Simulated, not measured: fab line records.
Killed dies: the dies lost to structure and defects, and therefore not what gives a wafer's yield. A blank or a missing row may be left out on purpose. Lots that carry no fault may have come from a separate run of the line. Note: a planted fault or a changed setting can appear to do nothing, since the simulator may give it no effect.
Split-lot experiment -- flow n5_finfet -- 39 wafers read from 7 lots, route of 1938 steps

## THE SPLIT
At N5_BEOL_M14_ILD_DEP_00 (deposits SiO2 from TEOS/O2, target thk 1119.3 nm, time 237.4 s), the setting time_s was moved away from the recipe's 237.4 s on 12 of the 39 wafers read, by -46.1% to -22.2%. The other wafers ran this setting at the recipe's value.

There is no step in the file separating the split from the reading.

## THE READING
M14_ILD_THK in nanometres, read at N5_BEOL_M14_THK_MEAS_01. A value of 1112 nm with a standard deviation of 15 nm is what fault-free wafers of this fab line usually give.

wafer,"tool, chamber at the split","time_s as run, s",against the recipe,"M14_ILD_THK, nm",against lot-mates on the recipe
L074.1,"pecvd-03, 0",237.4,recipe,1120,-
L074.2,"pecvd-03, 1",237.4,recipe,1115,-
L074.3,"pecvd-03, 2",128,-46.1%,618,-505
L074.4,"pecvd-03, 0",128,-46.1%,617,-506
L074.5,"pecvd-03, 1",237.4,recipe,1133,-
L074.6,"pecvd-03, 2",128,-46.1%,628,-495
L075.2,"pecvd-03, 2",237.4,recipe,1123,-
L075.3,"pecvd-03, 0",237.4,recipe,1123,-
L075.6,"pecvd-03, 1",237.4,recipe,1146,-
L077.1,"pecvd-02, 2",155.6,-34.5%,720,-396
L077.2,"pecvd-02, 1",237.4,recipe,1103,-
L077.3,"pecvd-02, 0",237.4,recipe,1125,-
L077.4,"pecvd-02, 1",155.6,-34.5%,735,-381
L077.5,"pecvd-02, 0",155.6,-34.5%,751,-365
L077.6,"pecvd-02, 2",237.4,recipe,1119,-
L080.1,"pecvd-02, 2",184.7,-22.2%,871,-248
L080.2,"pecvd-02, 0",184.7,-22.2%,870,-249
L080.3,"pecvd-02, 1",237.4,recipe,1105,-
L080.4,"pecvd-02, 2",237.4,recipe,1137,-
L080.5,"pecvd-02, 1",237.4,recipe,1115,-
L080.6,"pecvd-02, 0",184.7,-22.2%,889,-230
L089.1,"pecvd-01, 1",237.4,recipe,1075,-
L089.2,"pecvd-01, 2",237.4,recipe,1074,-
L089.3,"pecvd-01, 0",237.4,recipe,1091,-
L089.4,"pecvd-01, 2",237.4,recipe,1102,-
L089.5,"pecvd-01, 0",237.4,recipe,1123,-
L089.6,"pecvd-01, 1",237.4,recipe,1084,-
L092.1,"pecvd-01, 2",237.4,recipe,1090,-
L092.2,"pecvd-01, 1",237.4,recipe,1090,-
L092.3,"pecvd-01, 0",155.3,-34.6%,730,-369
L092.4,"pecvd-01, 2",155.3,-34.6%,731,-368
L092.5,"pecvd-01, 1",237.4,recipe,1118,-
L092.6,"pecvd-01, 0",155.3,-34.6%,736,-363
L096.1,"pecvd-03, 0",237.4,recipe,1116,-
L096.2,"pecvd-03, 2,1",237.4,recipe,1106,-
L096.3,"pecvd-03, 2,1",237.4,recipe,1106,-
L096.4,"pecvd-03, 2",237.4,recipe,1139,-
L096.5,"pecvd-03, 1,0",237.4,recipe,1127,-
L096.6,"pecvd-03, 1,0",237.4,recipe,1125,-
Rows listing several chambers each stand for several wafers; the file does not say which wafer went through which chamber.

THE FIT
A straight line over all 39 wafers: M14_ILD_THK changes by +10.8 nm for each +1% of time_s; r = +1.00; the points scatter about the line by 17 nm.
The same after taking each lot's own level away (the mean of its wafers on the recipe; 39 wafers): +10.9 nm for each +1%; r = +1.00; scatter 12 nm.
That fit puts the effect of the largest move of time_s on the reading at 5e+02 nm.
The lots' own levels span 1091.5 to 1130.7 nm, that is 2.6 times the standard deviation above.
So the lot-to-lot level changes the slope little: the two slopes agree.
Check: -500 nm against its lot-mates is what the line predicts for one of the wafers moved furthest among these (-46.1%) when that wafer is left out of the fit. Against them it came out at -505 nm.

## OTHER SPLITS ON THESE WAFERS
Before the reading, these wafers also passed through other splits. Each is held against what the fit with the lots' levels taken away leaves over:
other split on the same wafers,wafers away from the commonest value,r with M14_ILD_THK (lot level and that fit taken away)
N5_BEOL_M6_ILD_DEP_00 target_thk_a,15,-0.13
N5_BEOL_M11_ETCH_41 time_s,12,+0.07

## THE WHOLE CHAIN: every reading that the file lists as answering this split, in the file's order
step,what it does,reading,change (the file's fit),r (the file's)
N5_BEOL_M14_ILD_DEP_00,"deposits SiO2 from TEOS/O2, target thk 1119.3 nm, time 237.4 s","SiO2_of_BEOL_M14_ILD_DEP_00.thk_nm (the simulator's own value, which no gauge read)",+10.9 nm for each +1% of the setting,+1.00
N5_BEOL_M14_THK_MEAS_01,,M14_ILD_THK,+10.9 for each +1% of the setting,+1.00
N5_BEOL_M14_VIA_ETCH_16,"etches SiO2 in C4F8/O2/Ar, target depth 1231.3 nm","etch.depth_nm (the simulator's own value, which no gauge read)",+10.9 nm for each +1% of the setting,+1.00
N5_BEOL_M14_VIA_ETCH_16,"etches SiO2 in C4F8/O2/Ar, target depth 1231.3 nm","coat_of_BEOL_M14_COAT_04.thk_nm (the simulator's own value, which no gauge read)",-2.55 nm for each +1% of the setting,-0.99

## FILE'S OWN FIT
M14_ILD_THK changes by +10.9 nm for each +1% of time_s, r = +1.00.
